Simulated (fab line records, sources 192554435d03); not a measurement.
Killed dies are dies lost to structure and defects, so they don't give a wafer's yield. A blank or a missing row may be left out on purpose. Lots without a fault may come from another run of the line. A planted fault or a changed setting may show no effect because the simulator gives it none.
fab line records | flow n5_finfet
record lots=7 wafers=21 last_day=16
route steps=1938 shown BEOL_M8@1386 BEOL_M9@1411 BEOL_M15@1830 PASSIVATION@1936
lots that met no fault: from a run of the same line without faults
start_h: hours from the record's first day to the start of the lot's first wafer shown | wait_h: hours since the lot's step before | " the same as in the row above | L1.1+2: a row that stands for several wafers | - no value, or no start given | * or withheld: withheld | < > ~ a bound
route shown NAME@n: a module of which the file shows steps, and the number in the route of the first | usual: mean/standard deviation of fault-free wafers | same: alike in all rows | chamber/n: place in a boat | sites: the reading at each site | _std_site: their standard deviation | _edge_site: outer sites' mean less inner sites' | radius_mm: how far each site lies from the wafer's centre | mask NAME#n: copy n | behind: the tool/chamber that last shaped the wafer | hold: why the lot was held/for how many hours/how that ended | device: the transistor (n, p or np) that didn't switch | end of line: the same wafers' tests at the end of the route | a step without rows: its recipe alone | killed: dies lost to structure and defects at the first sort, not the wafer's yield | map: a wafer's dies, x killed, . not, _ none there
set.NAME: the setting as run; set.NAME@STEP: as run at that earlier step | model.NAME: the simulator's own value behind a step, which no gauge read
steps of the route over a sample of lots; a table a step, a row a wafer
services: from which hour (start_h, from the record's first day; less than 0 if before it) a tool's chamber was out of use, for how many hours, and why
## steps
# step N5_BEOL_M8_CURE_75
# recipe temp_c=370 time_s=120 ambient=DMADMS/He material=SiCOH_lowk
# usual lamp_power_pct=52.31/0.057 wafer_temp_C_max=372.0/0.57
# columns lot.wafer tool chamber start_h wait_h lamp_power_pct wafer_temp_C_max
L189.1 uv_cure-03 2 203.48 0.1 52.39 371.9
L189.3 " 2 " " 52.28 371.1
L189.6 " 2 " " 52.37 371.7
L195.3 uv_cure-02 2 235.20 0.1 52.25 372.3
L195.5 " 2 " " 52.26 372.1
L195.6 " 2 " " 52.26 372.4
L194.1 uv_cure-01 0 237.90 0.0 52.26 371.4
L194.4 " 0 " " 52.32 371.5
L194.5 " 0 " " 52.29 371.0
L196.1 uv_cure-03 2 238.47 0.0 52.29 371.7
L196.2 " 2 " " 52.39 371.1
L196.5 " 2 " " 52.37 370.9
L197.2 uv_cure-03 0 254.58 0.3 52.30 371.4
L197.3 " 0 " " 52.42 371.3
L197.4 " 0 " " 52.36 371.5
L203.2 uv_cure-02 0 295.75 0.1 52.31 372.2
L203.5 " 0 " " 52.33 371.8
L203.6 " 0 " " 52.31 372.2
L206.1 uv_cure-02 2 301.37 0.0 52.25 372.6
L206.2 " 2 " " 52.34 372.3
L206.4 " 2 " " 52.33 372.6
# step N5_BEOL_M9_EXPOSE_08
# recipe mask_id=M9 na=1.35 source_shape=dipole sigma_inner=0.411 sigma_outer=0.611 polarization=te dose_mj=53.75
# usual exposure_dose_mJ_cm2=53.71/0.055
# same na=1.35
# columns lot.wafer tool chamber start_h wait_h mask exposure_dose_mJ_cm2
L189.1 arfi_scanner-03 0 209.45 - M9#0 53.76
L189.3 " 0 " " M9#0 53.69
L189.6 " 0 " " M9#0 53.69
L195.3 arfi_scanner-03 0 239.66 - M9#0 53.70
L195.5 " 0 " " M9#0 53.75
L195.6 " 0 " " M9#0 53.66
L194.1 arfi_scanner-01 0 241.85 - M9#0 53.78
L194.4 " 0 " " M9#0 53.75
L194.5 " 0 " " M9#0 53.75
L196.1 arfi_scanner-03 0 242.05 - M9#0 61.03
L196.2 " 0 " " M9#0 61.02
L196.5 " 0 " " M9#0 61.02
L197.2 arfi_scanner-03 0 260.72 - M9#0 59.69
L197.3 " 0 " " M9#0 59.64
L197.4 " 0 " " M9#0 59.71
L203.2 arfi_scanner-02 0 301.40 - M9#0 53.73
L203.5 " 0 " " M9#0 53.74
L203.6 " 0 " " M9#0 53.76
L206.1 arfi_scanner-02 0 306.55 - M9#0 53.68
L206.2 " 0 " " M9#0 53.69
L206.4 " 0 " " M9#0 53.64
# step N5_BEOL_M9_CD_MEAS_11
# recipe target_cd_nm=64.1 landing_energy_ev=500 detector=se_inlens polarity=opening
# usual cd_nm=64.3/0.72
# columns lot.wafer tool chamber start_h wait_h cd_nm
L189.1 cd_sem-01 0 209.57 - 66.0
L189.3 " 0 " " 64.8
L189.6 " 0 " " 65.2
L195.3 cd_sem-01 0 239.78 - 64.5
L195.5 " 0 " " 64.8
L195.6 " 0 " " 63.9
L194.1 cd_sem-01 0 241.98 - 65.7
L194.4 " 0 " " 64.8
L194.5 " 0 " " 65.1
L196.1 cd_sem-03 0 242.18 - 72.0
L196.2 " 0 " " 71.6
L196.5 " 0 " " 71.4
L197.2 cd_sem-02 0 260.84 - 70.0
L197.3 " 0 " " 69.4
L197.4 " 0 " " 69.1
L203.2 cd_sem-01 0 301.52 - 63.2
L203.5 " 0 " " 62.4
L203.6 " 0 " " 63.9
L206.1 cd_sem-03 0 306.68 - 64.2
L206.2 " 0 " " 64.0
L206.4 " 0 " " 64.2
# step N5_BEOL_M9_ETCH_61
# recipe chemistry=CF4 target=SiARC target_depth_a=390 mask_material=CAR-ArF time_s=65 ion_energy_ev=80 pressure_mtorr=40 source_w=545 bias_w=36 Ar_flow_sccm=100 cf4_flow_sccm=100 ends=cleared
# usual chamber_pressure_mTorr=40.00/0.038 drypump_motor_current_A=5.4/0.48 etch_rf_on_time_s=64.0/1.6 oes_product_au=0.70/0.088 rf_vpp_V=184.4/1.2 showerhead_plenum_p_Torr=2.16/0.073 throttle_valve_pct=15.5/0.31
# columns lot.wafer tool chamber start_h wait_h chamber_pressure_mTorr drypump_motor_current_A etch_rf_on_time_s oes_product_au rf_hours_counter_h rf_vpp_V showerhead_plenum_p_Torr throttle_valve_pct
L189.1 rie_diel-04 0 209.79 0.0 40.01 5.4 64.1 0.78 26 184.0 2.10 15.4
L189.3 " 3 " " 39.98 5.9 66.2 0.59 224 182.8 2.03 16.0
L189.6 " 1 " " 40.02 5.1 63.6 0.84 - 184.2 2.19 15.2
L195.3 rie_diel-04 1 239.90 0.0 40.02 5.1 63.9 0.81 13 185.0 2.18 15.2
L195.5 " 0 " " 39.93 5.4 64.3 0.77 - 183.4 2.10 15.4
L195.6 " 1 " " 39.98 5.1 63.0 0.82 - 185.1 2.18 15.2
L194.1 rie_diel-04 1 242.10 0.0 40.04 5.1 63.0 0.81 14 184.8 2.18 15.2
L194.4 " 0 " " 40.00 5.4 63.7 0.76 35 182.9 2.10 15.4
L194.5 " 1 " " 40.03 5.1 63.0 0.82 - 184.7 2.18 15.2
L196.1 rie_diel-04 0 242.53 0.0 39.96 5.4 63.5 0.78 35 183.3 2.10 15.4
L196.2 " 3 " " 40.01 5.9 65.8 0.59 234 181.6 2.03 16.1
L196.5 " 0 " " 39.99 5.4 63.6 0.77 - 184.1 2.10 15.4
L197.2 rie_diel-02 2 260.97 0.0 40.06 5.1 68.7 0.58 233 183.2 2.12 15.6
L197.3 " 0 " " 40.01 6.5 64.2 0.78 14 184.4 2.18 15.0
L197.4 " 1 " " 39.97 5.6 64.0 0.62 186 186.2 2.23 15.9
L203.2 rie_diel-01 0 301.65 0.0 40.02 5.3 62.3 0.69 114 184.9 2.23 15.6
L203.5 " 2 " " 40.02 5.4 65.9 0.59 - 184.9 2.12 15.9
L203.6 " 3 " " 40.03 5.7 63.5 0.58 - 184.3 2.21 15.7
L206.1 rie_diel-02 0 306.80 0.0 40.01 6.5 64.6 0.75 29 185.1 2.17 15.1
L206.2 " 2 " " 40.02 5.1 67.6 0.57 249 182.8 2.11 15.6
L206.4 " 1 " " 40.04 5.6 64.3 0.61 197 186.2 2.23 15.9
# step N5_BEOL_M9_STRIP_67
# recipe chemistry=CF4 resist=SiARC power_w=300 bias_power_w=75 pressure_mtorr=50 cf4_flow_sccm=150 rf_frequency_hz=6e+07
# usual chamber_pressure_mTorr=50.00/0.046 drypump_motor_current_A=5.4/0.48 oes_product_au=0.81/0.097 power_w=300.0/0.95 rf_vpp_V=271.5/1.5 showerhead_plenum_p_Torr=1.81/0.06 throttle_valve_pct=13.5/0.34
# columns lot.wafer tool chamber start_h wait_h chamber_pressure_mTorr drypump_motor_current_A oes_product_au power_w rf_hours_counter_h rf_vpp_V showerhead_plenum_p_Torr throttle_valve_pct
L189.1 rie_diel-04 0 209.98 0.0 49.95 5.4 0.91 299.0 26 271.9 1.76 13.3
L189.3 " 3 " " 50.04 6.0 0.70 299.0 224 269.0 1.72 14.1
L189.6 " 1 " " 50.00 5.1 0.98 299.3 - 272.4 1.83 13.1
L195.3 rie_diel-04 1 240.09 0.0 50.01 5.1 0.95 300.1 13 270.8 1.83 13.1
L195.5 " 0 " " 50.06 5.4 0.90 300.1 - 270.1 1.76 13.3
L195.6 " 1 " " 50.04 5.1 0.94 300.4 - 272.1 1.83 13.1
L194.1 rie_diel-04 1 242.30 0.0 49.98 5.1 0.95 301.2 14 272.8 1.83 13.1
L194.4 " 0 " " 50.01 5.4 0.90 297.6 35 269.4 1.76 13.3
L194.5 " 1 " " 50.00 5.1 0.94 301.2 - 271.2 1.83 13.1
L196.1 rie_diel-04 0 242.73 0.0 50.01 5.4 0.89 301.5 36 270.9 1.76 13.3
L196.2 " 3 " " 49.96 5.9 0.69 301.0 234 270.4 1.72 14.1
L196.5 " 0 " " 50.03 5.4 0.89 300.2 - 270.7 1.76 13.3
L197.2 rie_diel-02 2 261.16 0.0 50.03 5.1 0.70 300.3 233 271.3 1.77 13.6
L197.3 " 0 " " 50.04 6.5 0.92 299.2 14 272.6 1.82 12.9
L197.4 " 1 " " 50.04 5.6 0.72 298.4 186 271.2 1.87 13.9
L203.2 rie_diel-01 0 301.84 0.0 49.95 5.3 0.79 301.0 114 272.8 1.87 13.6
L203.5 " 2 " " 50.04 5.4 0.69 299.3 - 270.0 1.77 13.8
L203.6 " 3 " " 50.01 5.7 0.68 301.2 - 271.3 1.86 13.8
L206.1 rie_diel-02 0 307.00 0.0 50.04 6.5 0.88 299.6 29 271.5 1.81 13.0
L206.2 " 2 " " 49.97 5.1 0.68 301.9 249 269.6 1.76 13.6
L206.4 " 1 " " 49.92 5.6 0.71 298.6 197 273.2 1.87 13.9
# step N5_BEOL_M9_CD_MEAS_18
# recipe pitch_nm=140 target_cd_nm=70
# usual cd_nm=70.3/0.79
# columns lot.wafer tool chamber start_h wait_h cd_nm
L189.1 cd_sem-02 - 210.20 0.0 72.0
L189.3 " - " " 70.8
L189.6 " - " " 71.3
L195.3 cd_sem-03 - 240.32 0.1 71.1
L195.5 " - " " 70.8
L195.6 " - " " 70.1
L194.1 cd_sem-02 - 242.53 0.0 71.5
L194.4 " - " " 70.5
L194.5 " - " " 71.6
L196.1 cd_sem-03 - 242.95 0.0 77.5
L196.2 " - " " 77.0
L196.5 " - " " 76.9
L197.2 cd_sem-02 - 261.39 0.1 75.5
L197.3 " - " " 75.6
L197.4 " - " " 75.8
L203.2 cd_sem-02 - 302.18 0.1 69.8
L203.5 " - " " 68.8
L203.6 " - " " 70.0
L206.1 cd_sem-01 - 307.22 0.0 70.8
L206.2 " - " " 70.0
L206.4 " - " " 70.6
# step N5_BEOL_M15_RC_MEAS_101
# usual COMB_M10=1.5e-11/3.1e-12 COMB_M11=1.5e-11/3e-12 COMB_M12=6.7e-12/1.5e-12 COMB_M13=5.4e-12/1.2e-12 COMB_M14=4e-12/8.4e-13 COMB_M15=2.9e-12/7.9e-13 COMB_M15_max_site=4e-12/1.2e-12 COMB_M5=3.8e-11/7.9e-12 COMB_M6=2.6e-11/5.5e-12 COMB_M7=2.6e-11/5.2e-12 COMB_M8=2.8e-11/6.2e-12 COMB_M8_max_site=4e-11/9.7e-12 COMB_M9=1.5e-11/3.3e-12 SERP_M10=3.05/0.083 SERP_M11=3.01/0.089 SERP_M12=0.630/0.014 SERP_M13=0.306/0.0067 SERP_M14=0.160/0.0038 SERP_M5=38.9/1.6 SERP_M6=13.6/0.54 SERP_M7=13.8/0.62 SERP_M7_max_site=14.3/0.63 SERP_M8=13.7/0.54 SERP_M9=3.01/0.098 SERP_M9_max_site=3.10/0.099
# columns lot.wafer tool chamber start_h wait_h COMB_M10[S/m] COMB_M11[S/m] COMB_M12[S/m] COMB_M13[S/m] COMB_M14[S/m] COMB_M15[S/m] COMB_M15_max_site[S/m] COMB_M5[S/m] COMB_M6[S/m] COMB_M7[S/m] COMB_M8[S/m] COMB_M8_max_site[S/m] COMB_M9[S/m] SERP_M10[ohm/um] SERP_M11[ohm/um] SERP_M12[ohm/um] SERP_M13[ohm/um] SERP_M14[ohm/um] SERP_M5[ohm/um] SERP_M6[ohm/um] SERP_M7[ohm/um] SERP_M7_max_site[ohm/um] SERP_M8[ohm/um] SERP_M9[ohm/um] SERP_M9_max_site[ohm/um]
L189.1 prober-02 0 251.28 0.0 1.6e-11 1.1e-11 7.1e-12 4.3e-12 3.4e-12 3.6e-12 4.3e-12 2.4e-11 2.8e-11 2.5e-11 2.3e-11 3e-11 1.4e-11 3.05 2.96 0.609 0.299 0.155 38.3 14.0 14.8 15.0 14.6 2.93 2.95
L189.3 " 0 " " 2.2e-11 1.5e-11 7.4e-12 4.4e-12 4.9e-12 2.9e-12 4.1e-12 3.1e-11 3.3e-11 2.2e-11 3.3e-11 3.8e-11 1.7e-11 2.91 2.88 0.649 0.312 0.153 37.9 13.7 14.2 14.8 14.3 3.09 3.16
L189.6 " 0 " " 1.6e-11 1.7e-11 8.1e-12 6.3e-12 4.3e-12 4.7e-12 7.2e-12 4.6e-11 2.6e-11 2.7e-11 3.9e-11 6.9e-11 1.4e-11 3.05 2.89 0.660 0.309 0.157 38.1 14.1 14.2 14.8 13.7 2.94 2.96
L195.3 prober-02 0 284.17 0.7 1.4e-11 1.1e-11 6.1e-12 6.2e-12 3.2e-12 3.2e-12 4.4e-12 3.2e-11 2.4e-11 3e-11 3.4e-11 4.1e-11 1.5e-11 3.14 2.95 0.636 0.302 0.159 39.3 13.4 13.9 14.5 12.4 3.12 3.20
L195.5 " 0 " " 1.2e-11 1.7e-11 8e-12 7.1e-12 4.7e-12 4.1e-12 6.9e-12 3.5e-11 3e-11 2.9e-11 2.4e-11 4.1e-11 8e-12 2.94 3.16 0.634 0.308 0.162 38.4 12.3 14.9 15.7 13.9 2.96 3.03
L195.6 " 0 " " 1.4e-11 1.6e-11 7.3e-12 7.3e-12 4.5e-12 3.8e-12 4.7e-12 3.8e-11 2.6e-11 2.4e-11 2.4e-11 3.5e-11 1.8e-11 3.09 2.91 0.631 0.300 0.162 42.0 12.7 13.7 14.4 12.6 3.04 3.10
L194.1 prober-01 0 286.44 0.0 1.1e-11 1.2e-11 5.2e-12 1.7e-12 3.4e-12 2e-12 2.8e-12 2.9e-11 2.3e-11 2.1e-11 2.6e-11 4.1e-11 1.3e-11 3.03 2.98 0.652 0.309 0.157 40.3 13.7 12.7 13.0 13.5 2.96 3.07
L194.4 " 0 " " 1.3e-11 1.8e-11 5.9e-12 3.7e-12 4.1e-12 1.8e-12 2.4e-12 3.9e-11 2.5e-11 2.6e-11 2.8e-11 3.4e-11 2.3e-11 3.12 2.96 0.634 0.309 0.160 40.9 14.5 13.1 13.9 13.7 2.90 2.96
L194.5 " 0 " " 1.4e-11 2.4e-11 5.3e-12 4.1e-12 3.1e-12 2.1e-12 3.9e-12 4e-11 2.3e-11 3.5e-11 3e-11 3.4e-11 1.3e-11 3.02 2.84 0.627 0.316 0.159 38.7 13.9 14.4 14.6 13.1 3.08 3.15
L196.1 prober-02 0 291.41 0.0 1.9e-11 1.5e-11 5.7e-12 6.2e-12 5e-12 3.2e-12 3.6e-12 4.6e-11 2.5e-11 3.4e-11 2.4e-11 3.6e-11 1.6e-11 3.11 3.17 0.633 0.306 0.157 42.9 14.0 14.0 14.3 13.2 2.59 2.70
L196.2 " 0 " " 1.5e-11 1.3e-11 1.02e-11 4.2e-12 4.5e-12 3e-12 3.5e-12 4.7e-11 2.3e-11 2.9e-11 2.3e-11 3.1e-11 1.7e-11 3.15 3.02 0.620 0.316 0.163 39.3 14.4 12.9 13.6 13.3 2.69 2.78
L196.5 " 0 " " 2e-11 1.4e-11 6.9e-12 6.2e-12 4.2e-12 2.3e-12 3.3e-12 5.4e-11 1.9e-11 2.9e-11 2.4e-11 2.9e-11 2e-11 3.17 3.07 0.639 0.312 0.157 38.4 13.9 13.6 14.6 13.7 2.66 2.79
L197.2 prober-01 0 308.55 0.2 1.1e-11 1.3e-11 6.8e-12 4.3e-12 3.4e-12 2.3e-12 3.7e-12 3.7e-11 2.4e-11 2.5e-11 1.6e-11 2.2e-11 1.8e-11 2.93 2.94 0.668 0.316 0.160 40.4 14.6 13.8 14.2 13.8 2.69 2.76
L197.3 " 0 " " 1e-11 1.2e-11 9.1e-12 4.6e-12 4.4e-12 3.2e-12 4.6e-12 4.1e-11 2.2e-11 2e-11 2.2e-11 3e-11 1.5e-11 3.03 2.89 0.634 0.303 0.157 40.6 14.1 13.6 14.4 13.4 2.68 2.71
L197.4 " 0 " " 1.5e-11 1.2e-11 8.9e-12 2.8e-12 4.8e-12 2.8e-12 4.6e-12 3.2e-11 2.3e-11 3.1e-11 2.1e-11 2.9e-11 1.3e-11 3.11 2.89 0.611 0.308 0.160 42.6 13.7 13.5 13.9 13.1 2.60 2.75
L203.2 prober-02 0 346.31 0.8 1.9e-11 1.7e-11 7.9e-12 6.3e-12 4.6e-12 3.5e-12 4e-12 4.3e-11 2.7e-11 2.3e-11 3.5e-11 6e-11 1.8e-11 3.04 3.14 0.637 0.302 0.161 38.6 13.4 14.5 15.2 13.2 2.98 3.03
L203.5 " 0 " " 2e-11 1.9e-11 5.9e-12 6.6e-12 3.1e-12 3.5e-12 4.7e-12 3.7e-11 2.3e-11 3.2e-11 2.8e-11 4.6e-11 1.4e-11 3.06 3.12 0.619 0.303 0.157 38.3 13.7 14.1 14.7 13.2 3.05 3.10
L203.6 " 0 " " 1.5e-11 1.4e-11 8.8e-12 6e-12 4.4e-12 4.4e-12 7.2e-12 3.6e-11 3.6e-11 3.3e-11 2.7e-11 3.5e-11 1.6e-11 3.14 2.83 0.640 0.311 0.161 38.9 13.4 14.0 14.6 14.2 2.98 3.03
L206.1 prober-02 0 359.80 0.0 1.1e-11 2.1e-11 6.7e-12 5.2e-12 4e-12 4e-12 5.4e-12 3.7e-11 3.1e-11 2e-11 3.2e-11 5e-11 1.7e-11 3.08 3.00 0.620 0.296 0.155 40.7 13.7 15.2 15.6 13.8 3.01 3.07
L206.2 " 0 " " 1.3e-11 1.1e-11 6.5e-12 4.2e-12 4.3e-12 3.8e-12 8e-12 4.1e-11 3.1e-11 2e-11 3.5e-11 4.6e-11 1.3e-11 3.17 3.06 0.633 0.315 0.161 39.4 13.7 14.1 14.9 13.6 2.94 3.01
L206.4 " 0 " " 1.7e-11 1.2e-11 6.1e-12 4.9e-12 4.6e-12 3.1e-12 5.5e-12 3.5e-11 2.8e-11 2.2e-11 2.8e-11 3.4e-11 1.7e-11 3.13 3.13 0.634 0.309 0.158 39.1 14.1 14.2 14.8 15.2 2.99 3.09
# sites SERP_M9 radius_mm=0,75,75,75,75,140,140,140,140
L189.1 2.90 2.91 2.93 2.91 2.93 2.95 2.90 2.95 2.93
L195.3 3.20 3.17 3.20 3.12 3.20 3.09 3.06 3.06 3.07
L194.1 2.85 2.96 2.95 2.92 2.98 3.02 2.96 3.02 3.07
L196.1 2.57 2.62 2.55 2.57 2.62 2.65 2.59 2.59 2.70
L197.2 2.76 2.74 2.67 2.71 2.73 2.69 2.48 2.57 2.59
L203.2 2.96 3.02 2.98 2.96 2.99 3.03 2.98 2.92 3.01
L206.1 2.95 2.99 2.96 3.03 3.01 3.07 2.90 3.06 3.01
# step N5_PASSIVATION_PROBE_49
# usual defect_limited_yield=91.3/1.5 killed_at_M0_to_M3=34/11 killed_at_M4_up=14/6.1 killed_at_contacts=12/5.9 killed_at_front_end=39/11 killed_at_other=4/3.3 killed_dies=102/18 killed_open=67/13 killed_short=33/7.9 sort_bin_5_function=5.1/1 sort_bin_6_memory=3.3/0.7 sort_n_pass=1077/19 sort_yield_pct=91.3/1.6
# same gross_dies=1180 killed_at_back_side=0 sort_bin_4_leakage[%]=0 sort_bin_8_speed[%]=0
# columns lot.wafer tool chamber start_h wait_h defect_limited_yield[%] killed_at_M0_to_M3 killed_at_M4_up killed_at_contacts killed_at_front_end killed_at_other killed_dies killed_open killed_short sort_bin_5_function[%] sort_bin_6_memory[%] sort_n_pass sort_yield_pct[%]
L194.1 prober-02 - 299.30 0.0 89.7 37 9 17 55 3 121 71 48 5.7 4.0 1059 89.7
L194.4 prober-02 - 299.45 0.2 90.5 30 16 9 55 2 112 71 40 5.3 4.0 1068 90.5
L194.5 prober-02 - 299.50 0.2 89.7 34 24 7 50 6 121 83 37 7.2 2.6 1059 89.7
L196.1 prober-01 - 306.55 0.0 88.0 38 47 12 41 4 142 70 36 5.1 3.8 1038 88.0
L196.2 prober-01 - 306.60 0.1 90.5 22 32 12 40 6 112 71 27 5.3 3.0 1068 90.5
L196.5 prober-01 - 306.75 0.2 88.5 29 35 10 60 2 136 96 29 6.4 4.1 1044 88.5
L197.2 prober-01 - 322.07 0.1 91.8 31 21 10 27 8 97 56 32 4.9 2.7 1083 91.8
L197.3 prober-01 - 322.12 0.1 90.8 44 16 13 33 2 108 66 34 5.5 3.1 1072 90.8
L197.4 prober-01 - 322.17 0.2 90.8 33 15 17 44 0 109 67 37 5.2 3.5 1071 90.8
L203.5 prober-01 - 360.71 0.2 92.6 30 5 13 37 2 87 66 16 4.7 2.3 1093 92.6
# killed by level:class
L194.1 FIN_SAQP:geometric_particle:short=16 FIN_SAQP:geometric_particle:open=12 MOL_CONTACT_COAG:geometric_particle:open=12 STI_FIN_REVEAL:geometric_particle:open=9 BEOL_M3:geometric_particle:open=9 BEOL_M2:geometric_particle:open=6 BEOL_M3:geometric_particle:short=6 MOL_CONTACT_COAG:geometric_particle:short=5
L194.4 FIN_SAQP:geometric_particle:short=12 BEOL_M3:geometric_particle:open=12 STI_FIN_REVEAL:geometric_particle:open=11 FIN_SAQP:geometric_particle:open=9 MOL_CONTACT_COAG:geometric_particle:open=9 GATE_CUT:geometric_particle:short=8 GATE_CUT:geometric_particle:open=6 BEOL_M4:geometric_particle:open=6
L194.5 BEOL_M2:geometric_particle:open=12 FIN_SAQP:geometric_particle:open=9 FIN_SAQP:geometric_particle:short=9 BEOL_M4:geometric_particle:open=9 STI_FIN_REVEAL:geometric_particle:open=6 GATE_CUT:geometric_particle:open=6 BEOL_M0_SAQP:geometric_particle:open=6 MOL_CONTACT_COAG:geometric_particle:open=5
L196.1 BEOL_M9:area_expose=35 MOL_CONTACT_COAG:geometric_particle:open=11 STI_FIN_REVEAL:geometric_particle:open=8 BEOL_M4:geometric_particle:open=8 FIN_SAQP:geometric_particle:short=7 BEOL_M0_SAQP:geometric_particle:short=7 BEOL_M2:geometric_particle:open=7 GATE_CUT:geometric_particle:short=6
L196.2 BEOL_M9:area_expose=13 MOL_CONTACT_COAG:geometric_particle:open=10 FIN_SAQP:geometric_particle:open=9 BEOL_M5:geometric_particle:open=9 BEOL_M3:geometric_particle:open=7 STARTING-WAFER:geometric_particle:open=6 STI_FIN_REVEAL:geometric_particle:open=5 FIN_SAQP:geometric_particle:short=3
L196.5 FIN_SAQP:geometric_particle:open=25 BEOL_M4:geometric_particle:open=16 STI_FIN_REVEAL:geometric_particle:open=15 BEOL_M3:geometric_particle:open=13 BEOL_M9:area_expose=11 BEOL_M0_SAQP:geometric_particle:short=8 FIN_SAQP:geometric_particle:short=7 MOL_CONTACT_COAG:geometric_particle:open=6
L197.2 FIN_SAQP:geometric_particle:open=8 MOL_CONTACT_COAG:geometric_particle:open=7 BEOL_M0_SAQP:geometric_particle:open=7 BEOL_M3:geometric_particle:open=7 BEOL_M0_SAQP:geometric_particle:short=6 BEOL_M2:geometric_particle:open=5 PAD_METAL:geometric_particle:short=5 FIN_SAQP:geometric_particle:short=4
L197.3 BEOL_M3:geometric_particle:open=11 BEOL_M0_SAQP:geometric_particle:open=10 MOL_CONTACT_COAG:geometric_particle:open=8 BEOL_M0_SAQP:geometric_particle:short=8 FIN_SAQP:geometric_particle:open=7 FIN_SAQP:geometric_particle:short=7 GATE_CUT:geometric_particle:short=4 MOL_CONTACT_COAG:geometric_particle:short=4
L197.4 MOL_CONTACT_COAG:geometric_particle:open=14 GATE_CUT:geometric_particle:short=11 BEOL_M0_SAQP:geometric_particle:open=9 BEOL_M0_SAQP:geometric_particle:short=8 BEOL_M3:geometric_particle:open=7 STI_FIN_REVEAL:geometric_particle:open=6 GATE_CUT:geometric_particle:open=6 FIN_SAQP:geometric_particle:short=5
L203.5 BEOL_M3:geometric_particle:open=13 MOL_CONTACT_COAG:geometric_particle:open=11 DUMMY_GATE:geometric_particle:open=10 BEOL_M0_SAQP:geometric_particle:open=6 STI_FIN_REVEAL:geometric_particle:open=5 GATE_CUT:geometric_particle:short=5 FIN_SAQP:geometric_particle:open=4 GATE_CUT:geometric_particle:open=4
## services
# columns tool chamber start_h hours kind
arfi_scanner-03 - 184.30 4.9 pm
arfi_scanner-02 - 185.79 1.3 pm
rie_diel-01 1 187.31 5.4 repair
arfi_scanner-03 - 195.92 0.8 pm
uv_cure-03 - 209.53 7.5 pm
uv_cure-02 - 211.26 0.3 repair
arfi_scanner-01 - 218.47 1.3 pm
rie_diel-02 0 227.10 2.8 repair
arfi_scanner-02 - 232.07 25.4 repair
uv_cure-03 - 233.15 0.6 repair
uv_cure-01 - 236.00 1.0 pm
arfi_scanner-01 - 237.10 3.1 pm
uv_cure-01 - 249.12 2.1 pm
arfi_scanner-03 - 252.50 1.3 pm
arfi_scanner-01 - 262.00 1.0 pm
rie_diel-02 1 264.14 12.0 repair
uv_cure-03 - 267.64 2.1 pm
arfi_scanner-02 - 277.23 3.9 pm
rie_diel-04 3 301.14 - clean
rie_diel-04 3 301.14 - consumable_replace:focus_ring
rie_diel-04 3 301.14 - consumable_replace:showerhead
rie_diel-04 3 301.14 14.8 scheduled_down
rie_diel-04 3 301.14 14.8 vent_cycle
arfi_scanner-03 - 305.73 1.0 pm
## key
first_sign step=N5_BEOL_M9_EXPOSE_08 reading=exposure_dose_mJ_cm2 direction=up sigmas=99+ usual=53.71 struck=60.35
effect step=N5_BEOL_M9_CD_MEAS_11 reading=cd_nm direction=up sigmas=8.7 usual=64.3 struck=70.6 through=control_loop
effect step=N5_BEOL_M9_CD_MEAS_18 reading=cd_nm direction=up sigmas=7.6 usual=70.3 struck=76.4 through=control_loop
effect step=N5_BEOL_M15_RC_MEAS_101 reading=SERP_M9 direction=down sigmas=3.6 usual=3.01 struck=2.65
effect step=N5_PASSIVATION_PROBE_49 reading=killed_at_M4_up direction=up sigmas=2.2 usual=14 struck=28 wafers_moved=3
met_at N5_BEOL_M9_EXPOSE_08
struck_lots L196,L197
loop_trim step=N5_BEOL_M9_EXPOSE_08 setting=dose lots=L197
not_acting_at N5_BEOL_M8_CURE_75,N5_BEOL_M9_ETCH_61,N5_BEOL_M9_STRIP_67
onset_between 239.66 242.05
fault kind=process_parameter_drift tool=arfi_scanner-03 chamber=- onset_h=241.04 steps=N5_BEOL_M9_EXPOSE_08 channel=dose_mj offset=7.3635 shape=step acts_in=these_recipes_only stated=53.75
# loop_trim: a control loop set the setting to another value than it would have without faults
